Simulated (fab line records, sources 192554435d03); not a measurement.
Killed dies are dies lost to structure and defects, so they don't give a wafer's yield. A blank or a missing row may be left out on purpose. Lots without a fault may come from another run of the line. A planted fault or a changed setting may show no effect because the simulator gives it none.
Chamber matching | flow n5_finfet | N5_BEOL_M10_ILD_DEP_00 on pecvd-04: 3 sister chambers
The step deposits SiCOH lowk from DEMS/porogen, target thk 308.51 nm, time 58 s. 6 wafers are shown with their chamber, then 9 later ones without.

WAFERS WITH THEIR CHAMBER
wafer  | chamber | throttle_valve_pct (%) | heater_power_w (W)
L088.1 | 0       | 14.1                   | 342
L088.4 | 1       | 13.4                   | 399
L088.5 | 0       | 14.2                   | 356
L090.1 | 2       | 13.2                   | 302
L090.5 | 1       | 13.4                   | 407
L090.6 | 2       | 13.1                   | 305

WAFERS WITHOUT THEIR CHAMBER
wafer  | throttle_valve_pct (%) | heater_power_w (W)
L093.2 | 13.0                   | 286
L093.4 | 13.0                   | 297
L093.6 | 13.9                   | 313
L095.1 | 13.8                   | 358
L095.3 | 13.2                   | 384
L095.6 | 13.4                   | 404
L096.1 | 13.3                   | 380
L096.3 | 13.4                   | 268
L096.4 | 14.2                   | 351

WHICH CHAMBER EACH WENT THROUGH
wafer  | from the rows above | in truth
L093.2 | 2                   | 2
L093.4 | 2                   | 2
L093.6 | 0                   | 0
L095.1 | 0                   | 0
L095.3 | 1                   | 1
L095.6 | 1                   | 1
L096.1 | 1                   | 1
L096.3 | 2                   | 2
L096.4 | 0                   | 0
Placed correctly: 9 of 9. Can't be placed from these rows: 0. Placed wrongly: 0.
How it was worked out, from the rows above alone: a wafer's distance from a chamber is the root of the sum, over the readings, of the square of ((its reading less the chamber's mean) divided by the reading's scatter). The wafer belongs to the nearest chamber; if the next one is less than 2 further off, it can't be placed. A chamber's mean is the mean of its shown wafers. The scatter: the root of (the sum of the squares of (reading less its chamber's mean) over the shown wafers, divided by (wafers less chambers)).
